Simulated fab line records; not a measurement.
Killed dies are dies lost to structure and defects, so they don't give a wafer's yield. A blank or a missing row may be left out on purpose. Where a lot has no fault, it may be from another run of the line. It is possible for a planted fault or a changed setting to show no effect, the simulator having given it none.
A struck lot beside a sound one / flow nand-harc / 11 steps out of a route of 1302
Sound: the wafers L802.1, L802.4, L802.5. Wafers L809.1, L809.5, L809.6 were the ones struck. The cause is named last.
Order at every step that has rows: each side's tool, ch and its chambers, its first start. Under that, the readings that differ: sound wafers / struck wafers / difference of the means / sigmas: that difference in standard deviations of wafers without a fault.
alike: readings whose means differ by less than 2 such deviations, and words and numbers that are the same on both sides. not compared: withheld readings, readings that some wafer has no value for, bounds like >300 that may hide the same value, and numbers for which the record gives no deviation and whose values overlap.
Wherever a step has rows on one side only, a row that says differs or no value, or a row with sigmas, the two part there. Non-overlapping numbers with no deviation appear without sigmas and do not part them. A reading that every wafer of one side lacks parts them only if that side has two wafers or more.

NHARC_A_WL_FILL_INSPECT_15:
  sound: defect-inspect-01 at day 21 12:20; struck: defect-inspect-02 at day 25 04:49
  alike: raw-defect-count
NHARC_A_CONTACT_DEP_24: deposits SiO2, target thk 500 nm.
  sound on pecvd-03 ch 0,1, day 21 12:40; struck on pecvd-02 ch 0,1,2, day 25 04:57
  alike: heater-power-w, throttle-valve-pct
NHARC_A_CONTACT_DEP_28: deposits aC, target thk 7000 nm.
  sound on acl-dep-01 ch 0, day 21 14:11; struck on acl-dep-01 ch 0, day 25 06:05
  alike: throttle-valve-pct
NHARC_A_CONTACT_DEP_29: deposits SiON, target thk 100 nm.
  sound on pecvd-02 ch 0,1,2, day 21 18:26; struck on pecvd-01 ch 0,1,2, day 25 10:23
  alike: heater-power-w
then, 5 steps without rows for these wafers: NHARC_A_CONTACT_DEHYDRATE_32 (time 120 s); NHARC_A_CONTACT_HMDS_33 (time 30 s); NHARC_A_CONTACT_COAT_34 (time 75 s); NHARC_A_CONTACT_COAT_35 (time 65 s); NHARC_A_CONTACT_COAT_36 (resist thk 90 nm).
NHARC_A_CONTACT_SOFTBAKE_37: time 55 s.
  sound on litho-track-01 ch 0, day 21 18:00; struck on litho-track-01 ch 0, day 25 10:00
reading=heater-power-total-W (W); sound=188.34 188.72 188.36; struck=186.48 186.56 186.48; difference=-1.97; sigmas=-14
then, 1 step without rows for these wafers: NHARC_A_CONTACT_EBR_38.

## WHERE THEY PART
Only at NHARC_A_CONTACT_SOFTBAKE_37, as far as this record shows.

WHY: whatever the simulator had introduced
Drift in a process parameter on litho-track-01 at NHARC_A_CONTACT_SOFTBAKE_37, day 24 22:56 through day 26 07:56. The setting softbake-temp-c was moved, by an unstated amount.
